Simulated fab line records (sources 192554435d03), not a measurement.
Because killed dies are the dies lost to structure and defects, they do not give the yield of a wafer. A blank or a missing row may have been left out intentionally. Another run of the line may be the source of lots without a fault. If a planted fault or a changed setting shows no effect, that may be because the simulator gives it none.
Which tool is to blame? -- flow n5_finfet -- 24 lots, 72 wafers sampled, at 6 steps of a route of 1938

== WHAT THE GAUGES READ, wafer by wafer ==
The record holds no reading of a measuring or inspecting step that can be judged against a usual standard deviation.

== WHAT TOOL EACH LOT RAN ON (gives the tool, then ch and the chambers of the sampled wafers, and finally the start) ==
lot,N5_BEOL_M0_SPUTTER_134,N5_BEOL_M0_DEP_125,N5_BEOL_M1_ETCH_69,N5_BEOL_M1_ETCHBACK_99,N5_BEOL_M1_ANNEAL_82,N5_BEOL_M2_HM_DEP_02
L074,"pvd_sputter-03, day 6 03:20","pecvd-01 ch 0,1,2, day 6 04:34","rie_diel-01 ch 1,2,3, day 6 07:33","rie_diel-02 ch 0,2, day 6 10:16","pvd_sputter-01, day 6 12:21","pvd_sputter-02, day 6 14:56"
L075,"pvd_sputter-03, day 6 08:03","pecvd-01 ch 1,2, day 6 09:35","rie_diel-02 ch 1,2,3, day 6 12:38","rie_diel-02 ch 2,3, day 6 14:01","pvd_sputter-01, day 6 16:04","pvd_sputter-02, day 6 19:16"
L076,"pvd_sputter-03, day 6 11:50","pecvd-01 ch 1,2, day 6 12:59","rie_diel-05 ch 1,3, day 6 15:48","rie_diel-01 ch 0,1,2, day 6 18:08","pvd_sputter-01, day 6 20:20","pvd_sputter-03, day 6 23:22"
L077,"pvd_sputter-02, day 6 12:38","pecvd-01 ch 0,1, day 6 13:50","rie_diel-02 ch 1,2,3, day 6 16:23","rie_diel-02 ch 1,2,3, day 6 18:15","pvd_sputter-03, day 6 20:35","pvd_sputter-03, day 6 23:28"
L078,"pvd_sputter-01, day 7 00:59","pecvd-04 ch 0,1,2, day 7 02:05","rie_diel-05 ch 0,2,3, day 7 05:32","rie_diel-01 ch 0,2,3, day 7 09:08","pvd_sputter-01, day 7 11:00","pvd_sputter-01, day 7 13:55"
L080,"pvd_sputter-02, day 7 10:04","pecvd-03 ch 0,2, day 7 11:34","rie_diel-02 ch 1,2,3, day 7 15:27","rie_diel-02 ch 0,1,3, day 7 17:19","pvd_sputter-01, day 7 19:20","pvd_sputter-02, day 7 22:08"
L079,"pvd_sputter-01, day 7 12:34","pecvd-01 ch 1,2, day 7 13:41","rie_diel-01 ch 0,2,3, day 7 15:42","rie_diel-02 ch 0,1,3, day 7 22:05","pvd_sputter-01, day 8 00:44","pvd_sputter-02, day 8 03:53"
L081,"pvd_sputter-02, day 7 17:06","pecvd-04 ch 0,1, day 7 18:13","rie_diel-01 ch 0,3, day 7 22:13","rie_diel-02 ch 0,1,2, day 7 23:28","pvd_sputter-02, day 8 01:23","pvd_sputter-02, day 8 03:59"
L082,"pvd_sputter-01, day 7 22:35","pecvd-04 ch 0,1,2, day 8 00:13","rie_diel-01 ch 1,3, day 8 02:04","rie_diel-01 ch 1,3, day 8 03:25","pvd_sputter-01, day 8 05:13","pvd_sputter-03, day 8 07:49"
L083,"pvd_sputter-02, day 8 07:35","pecvd-03 ch 0,1,2, day 8 08:41","rie_diel-02 ch 0,1,3, day 8 11:30","rie_diel-02 ch 0,1,3, day 9 05:59","pvd_sputter-03, day 9 08:09","pvd_sputter-03, day 9 11:21"
L084,"pvd_sputter-03, day 8 08:49","pecvd-04 ch 1,2, day 8 09:55","rie_diel-01 ch 1,3, day 8 13:37","rie_diel-01 ch 0,3, day 9 06:02","pvd_sputter-02, day 9 09:53","pvd_sputter-02, day 9 12:26"
L085,"pvd_sputter-03, day 8 21:14","pecvd-01 ch 0,1,2, day 8 22:22","rie_diel-05 ch 0,2,3, day 9 01:56","rie_diel-02 ch 0,2, day 9 14:13","pvd_sputter-01, day 9 16:22","pvd_sputter-02, day 10 03:01"
L086,"pvd_sputter-02, day 9 02:12","pecvd-01 ch 1,2, day 9 03:50","rie_diel-01 ch 0,2, day 9 08:43","rie_diel-01 ch 0,3, day 10 04:04","pvd_sputter-01, day 10 06:28","pvd_sputter-02, day 10 11:19"
L087,"pvd_sputter-02, day 9 03:23","pecvd-04 ch 0,1,2, day 9 04:32","rie_diel-05 ch 1,2, day 9 09:16","rie_diel-01 ch 2,3, day 10 07:00","pvd_sputter-03, day 10 09:10","pvd_sputter-02, day 10 12:11"
L089,"pvd_sputter-02, day 9 23:13","pecvd-04 ch 0,1,2, day 10 00:55","rie_diel-01 ch 0,2, day 10 05:19","rie_diel-05 ch 0,1, day 10 07:41","pvd_sputter-02, day 10 09:48","pvd_sputter-03, day 10 12:34"
L088,"pvd_sputter-02, day 10 00:02","pecvd-04 ch 0,2, day 10 01:16","rie_diel-01 ch 1,2, day 10 05:25","rie_diel-02 ch 1,2,3, day 10 07:46","pvd_sputter-03, day 10 11:01","pvd_sputter-02, day 10 15:05"
L090,"pvd_sputter-01, day 10 00:26","pecvd-04 ch 0,1,2, day 10 01:32","rie_diel-01 ch 2,3, day 10 05:37","rie_diel-01 ch 1,2,3, day 10 07:52","pvd_sputter-01, day 10 10:50","pvd_sputter-02, day 10 14:59"
L091,"pvd_sputter-02, day 10 06:29","pecvd-04 ch 0,2, day 10 07:35","rie_diel-05 ch 0,2,3, day 10 09:24","rie_diel-01 ch 0,1,3, day 10 11:35","pvd_sputter-02, day 10 13:35","pvd_sputter-03, day 10 18:14"
L092,"pvd_sputter-01, day 10 14:54","pecvd-01 ch 0,1, day 10 16:05","rie_diel-01 ch 0,1,3, day 10 19:59","rie_diel-01 ch 0,1,2, day 10 21:49","pvd_sputter-02, day 10 23:35","pvd_sputter-03, day 11 05:59"
L093,"pvd_sputter-02, day 10 16:36","pecvd-04 ch 0,2, day 10 17:43","rie_diel-02 ch 0,1,2, day 10 20:43","rie_diel-02 ch 2,3, day 10 22:40","pvd_sputter-02, day 11 01:26","pvd_sputter-03, day 11 06:40"
L094,"pvd_sputter-01, day 10 23:47","pecvd-03 ch 0,2, day 11 01:00","rie_diel-05 ch 0,2, day 11 04:49","rie_diel-01 ch 0,1,2, day 11 14:30","pvd_sputter-02, day 11 16:53","pvd_sputter-01, day 11 20:17"
L095,"pvd_sputter-02, day 11 08:46","pecvd-03 ch 0,1,2, day 11 09:58","rie_diel-01 ch 0,1, day 11 13:22","rie_diel-01 ch 0,1,2, day 11 16:13","pvd_sputter-01, day 11 18:28","pvd_sputter-02, day 11 23:17"
L096,"pvd_sputter-02, day 11 11:02","pecvd-04 ch 0,1,2, day 11 12:08","rie_diel-05 ch 0,2, day 11 14:13","rie_diel-01 ch 0,3, day 11 19:31","pvd_sputter-01, day 11 21:42","pvd_sputter-01, day 12 02:38"
L097,"pvd_sputter-03, day 11 17:29","pecvd-03 ch 1,2, day 11 18:49","rie_diel-05 ch 0,1,2, day 11 21:35","rie_diel-01 ch 1,2,3, day 11 23:07","pvd_sputter-03, day 12 01:02","pvd_sputter-01, day 12 03:41"
- N5_BEOL_M0_SPUTTER_134: material Cu, target thk 4 nm, time 7.37 s.
- N5_BEOL_M0_DEP_125: deposits SiCN from 3MS/NH3, target thk 8 nm, time 14 s.
- N5_BEOL_M1_ETCH_69: etches SiARC in CF4, target depth 15.6 nm, time 26 s.
- N5_BEOL_M1_ETCHBACK_99: etches SiO2 in CHF3, target depth 5 nm, time 10.4 s.
- N5_BEOL_M1_ANNEAL_82: time 240 s.
- N5_BEOL_M2_HM_DEP_02: deposits TiN, target thk 20 nm.

== WHAT THE TOOLS THEMSELVES READ (means of the sampled wafers that have a number; where no wafer has one, the mark that the record gives instead) ==
N5_BEOL_M0_SPUTTER_134. Usual: throttle_valve_pct reads 29.8 % (standard deviation 1.1).
lot,tool,throttle_valve_pct (%),flag
L074,pvd_sputter-03,29.4,
L075,pvd_sputter-03,28.9,
L076,pvd_sputter-03,29.6,
L077,pvd_sputter-02,29.3,
L078,pvd_sputter-01,31.3,
L080,pvd_sputter-02,29.2,
L079,pvd_sputter-01,31.6,
L081,pvd_sputter-02,29.4,
L082,pvd_sputter-01,31.1,
L083,pvd_sputter-02,29.5,
L084,pvd_sputter-03,29.6,
L085,pvd_sputter-03,29.6,
L086,pvd_sputter-02,28.7,
L087,pvd_sputter-02,29.1,
L089,pvd_sputter-02,29.3,
L088,pvd_sputter-02,29.6,
L090,pvd_sputter-01,31.1,
L091,pvd_sputter-02,30.0,
L092,pvd_sputter-01,30.9,
L093,pvd_sputter-02,28.9,
L094,pvd_sputter-01,31.2,
L095,pvd_sputter-02,29.2,
L096,pvd_sputter-02,28.9,
L097,pvd_sputter-03,29.2,

N5_BEOL_M0_DEP_125. Usual: showerhead_plenum_p_Torr 3.673 Torr, standard deviation 0.015; throttle_valve_pct 9.0 %, standard deviation 0.73.
lot,tool,showerhead_plenum_p_Torr (Torr),throttle_valve_pct (%),flag
L074,pecvd-01,3.674,8.7,
L075,pecvd-01,3.667,8.7,
L076,pecvd-01,3.676,8.9,
L077,pecvd-01,3.681,8.7,
L078,pecvd-04,3.669,8.9,
L080,pecvd-03,3.674,9.0,
L079,pecvd-01,3.675,9.1,
L081,pecvd-04,3.663,9.0,
L082,pecvd-04,3.668,8.9,
L083,pecvd-03,3.678,9.7,
L084,pecvd-04,3.671,9.0,
L085,pecvd-01,3.678,8.8,
L086,pecvd-01,3.678,8.9,
L087,pecvd-04,3.663,9.0,
L089,pecvd-04,3.662,8.8,
L088,pecvd-04,3.675,8.4,
L090,pecvd-04,3.663,9.0,
L091,pecvd-04,3.676,8.5,
L092,pecvd-01,3.691,8.7,
L093,pecvd-04,3.673,8.5,
L094,pecvd-03,3.677,9.1,
L095,pecvd-03,3.681,9.5,
L096,pecvd-04,3.671,9.0,
L097,pecvd-03,3.687,9.1,

N5_BEOL_M1_ETCH_69. Usual: for bias_w, 36.00 W with a standard deviation of 0.11; for drypump_motor_current_A, 5.9 A with a standard deviation of 0.34; for etch_rf_on_time_s, 26.0 s with a standard deviation of 0.5; for oes_product_au, 0.68 a.u. with a standard deviation of 0.09; for rf_vpp_V, 184.5 V with a standard deviation of 1.2; for showerhead_plenum_p_Torr, 2.18 Torr with a standard deviation of 0.062; for throttle_valve_pct, 15.71 % with a standard deviation of 0.2.
lot,tool,bias_w (W),drypump_motor_current_A (A),etch_rf_on_time_s (s),oes_product_au (a.u.),rf_vpp_V (V),showerhead_plenum_p_Torr (Torr),throttle_valve_pct (%),flag
L074,rie_diel-01,36.01,5.8,26.0,0.65,184.4,2.14,15.84,
L075,rie_diel-02,35.98,6.0,26.3,0.65,185.2,2.20,15.57,
L076,rie_diel-05,36.11,5.9,25.8,0.62,184.4,2.18,15.78,
L077,rie_diel-02,36.05,6.1,26.2,0.66,185.5,2.20,15.58,
L078,rie_diel-05,36.15,5.6,26.2,0.61,184.7,2.16,15.74,
L080,rie_diel-02,35.96,6.0,26.0,0.73,184.0,2.20,15.44,
L079,rie_diel-01,35.91,6.0,25.9,0.70,183.6,2.13,15.77,
L081,rie_diel-01,35.99,6.1,25.9,0.74,184.1,2.18,15.73,
L082,rie_diel-01,36.11,5.8,25.6,0.65,183.9,2.19,15.92,
L083,rie_diel-02,35.95,5.8,25.9,0.74,185.3,2.23,15.58,
L084,rie_diel-01,35.99,5.8,25.8,0.69,184.2,2.19,15.79,
L085,rie_diel-05,35.96,5.6,26.2,0.60,184.7,2.16,15.79,
L086,rie_diel-01,35.89,6.1,25.6,0.77,185.5,2.21,15.67,
L087,rie_diel-05,36.09,5.7,26.1,0.64,183.3,2.11,15.61,
L089,rie_diel-01,35.97,6.0,25.3,0.79,185.2,2.24,15.54,
L088,rie_diel-01,35.96,5.8,25.6,0.83,185.2,2.25,15.45,
L090,rie_diel-01,36.01,5.8,25.8,0.76,184.8,2.20,15.59,
L091,rie_diel-05,36.01,5.6,26.5,0.59,184.5,2.15,15.79,
L092,rie_diel-01,36.03,6.0,26.0,0.74,184.2,2.18,15.69,
L093,rie_diel-02,36.06,5.8,26.4,0.65,184.8,2.18,15.69,
L094,rie_diel-05,36.00,5.8,26.3,0.60,184.1,2.16,15.78,
L095,rie_diel-01,36.03,6.0,26.1,0.76,184.3,2.19,15.66,
L096,rie_diel-05,35.91,5.7,26.0,0.59,183.0,2.16,15.79,
L097,rie_diel-05,36.13,5.7,26.1,0.61,183.8,2.13,15.74,

N5_BEOL_M1_ETCHBACK_99. Usual: bias_w 47.00 W, standard deviation 0.14; drypump_motor_current_A 5.95 A, standard deviation 0.29; oes_product_au 0.83 a.u., standard deviation 0.1; rf_vpp_V 241 V, standard deviation 5.4; showerhead_plenum_p_Torr 2.21 Torr, standard deviation 0.051; throttle_valve_pct 17.13 %, standard deviation 0.22.
lot,tool,bias_w (W),drypump_motor_current_A (A),oes_product_au (a.u.),rf_vpp_V (V),showerhead_plenum_p_Torr (Torr),throttle_valve_pct (%),flag
L074,rie_diel-02,47.03,5.70,0.74,242,2.20,17.25,
L075,rie_diel-02,47.02,6.22,0.85,237,2.23,16.86,
L076,rie_diel-01,47.01,6.01,0.76,239,2.15,17.35,
L077,rie_diel-02,47.14,6.03,0.77,241,2.21,17.02,
L078,rie_diel-01,46.86,6.00,0.82,242,2.14,17.22,
L080,rie_diel-02,47.10,5.80,0.88,241,2.24,17.05,
L079,rie_diel-02,46.92,5.81,0.87,241,2.24,17.04,
L081,rie_diel-02,46.97,5.77,0.80,242,2.19,17.09,
L082,rie_diel-01,47.06,5.81,0.76,236,2.21,17.41,
L083,rie_diel-02,47.04,5.80,0.86,240,2.24,17.06,
L084,rie_diel-01,46.91,6.14,0.85,247,2.19,17.23,
L085,rie_diel-02,46.99,5.94,0.70,242,2.15,17.13,
L086,rie_diel-01,47.06,6.16,0.84,247,2.19,17.25,
L087,rie_diel-01,47.04,5.84,0.88,243,2.21,17.04,
L089,rie_diel-05,47.04,6.05,0.72,247,2.17,17.12,
L088,rie_diel-02,46.93,6.03,0.82,240,2.20,16.93,
L090,rie_diel-01,46.95,5.82,0.93,239,2.23,17.02,
L091,rie_diel-01,47.00,6.00,0.88,241,2.20,17.17,
L092,rie_diel-01,46.93,6.00,0.91,240,2.22,17.07,
L093,rie_diel-02,46.94,6.19,0.75,240,2.17,16.96,
L094,rie_diel-01,46.99,5.98,0.89,239,2.22,17.08,
L095,rie_diel-01,47.05,6.00,0.90,241,2.22,17.09,
L096,rie_diel-01,47.06,6.02,0.83,246,2.18,17.21,
L097,rie_diel-01,46.89,5.83,0.88,239,2.22,17.03,

N5_BEOL_M1_ANNEAL_82. Usual: heater_power_w reads 838 W (standard deviation 47).
lot,tool,heater_power_w (W),flag
L074,pvd_sputter-01,835,
L075,pvd_sputter-01,817,
L076,pvd_sputter-01,830,
L077,pvd_sputter-03,823,
L078,pvd_sputter-01,821,
L080,pvd_sputter-01,819,
L079,pvd_sputter-01,823,
L081,pvd_sputter-02,907,
L082,pvd_sputter-01,816,
L083,pvd_sputter-03,893,
L084,pvd_sputter-02,809,
L085,pvd_sputter-01,833,
L086,pvd_sputter-01,845,
L087,pvd_sputter-03,846,
L089,pvd_sputter-02,861,
L088,pvd_sputter-03,847,
L090,pvd_sputter-01,828,
L091,pvd_sputter-02,810,
L092,pvd_sputter-02,843,
L093,pvd_sputter-02,840,
L094,pvd_sputter-02,894,
L095,pvd_sputter-01,820,
L096,pvd_sputter-01,842,
L097,pvd_sputter-03,832,

N5_BEOL_M2_HM_DEP_02. Usual: throttle_valve_pct reads 29.7 % (standard deviation 1).
lot,tool,throttle_valve_pct (%),flag
L074,pvd_sputter-02,29.9,
L075,pvd_sputter-02,29.9,
L076,pvd_sputter-03,29.4,
L077,pvd_sputter-03,29.4,
L078,pvd_sputter-01,31.2,
L080,pvd_sputter-02,29.6,
L079,pvd_sputter-02,28.9,
L081,pvd_sputter-02,29.0,
L082,pvd_sputter-03,29.5,
L083,pvd_sputter-03,29.3,
L084,pvd_sputter-02,30.0,
L085,pvd_sputter-02,30.0,
L086,pvd_sputter-02,29.3,
L087,pvd_sputter-02,29.2,
L089,pvd_sputter-03,29.0,
L088,pvd_sputter-02,29.2,
L090,pvd_sputter-02,29.5,
L091,pvd_sputter-03,29.7,
L092,pvd_sputter-03,29.8,
L093,pvd_sputter-03,29.5,
L094,pvd_sputter-01,31.2,
L095,pvd_sputter-02,29.5,
L096,pvd_sputter-01,31.2,
L097,pvd_sputter-01,30.8,

== THE ANSWER, worked out from the rows above alone ==
Rule: a lot is off if the mean of its wafers that have a number lies more than 3 standard deviations from the usual mean. A lot without any number at a reading at which 4 lots or more have one is off too. The other lots that the step has rows for count as sound. First the gauges in route order, then the tools' own readings, where a lot's mean is used as printed above. The first step at which some lot is off is used, and at that step the reading that is off furthest; a lot without a number counts as furthest.
Across all readings shown, no lot is off: no conclusion can be drawn from this.

== WHAT WAS PUT IN BY THE SIMULATOR ==
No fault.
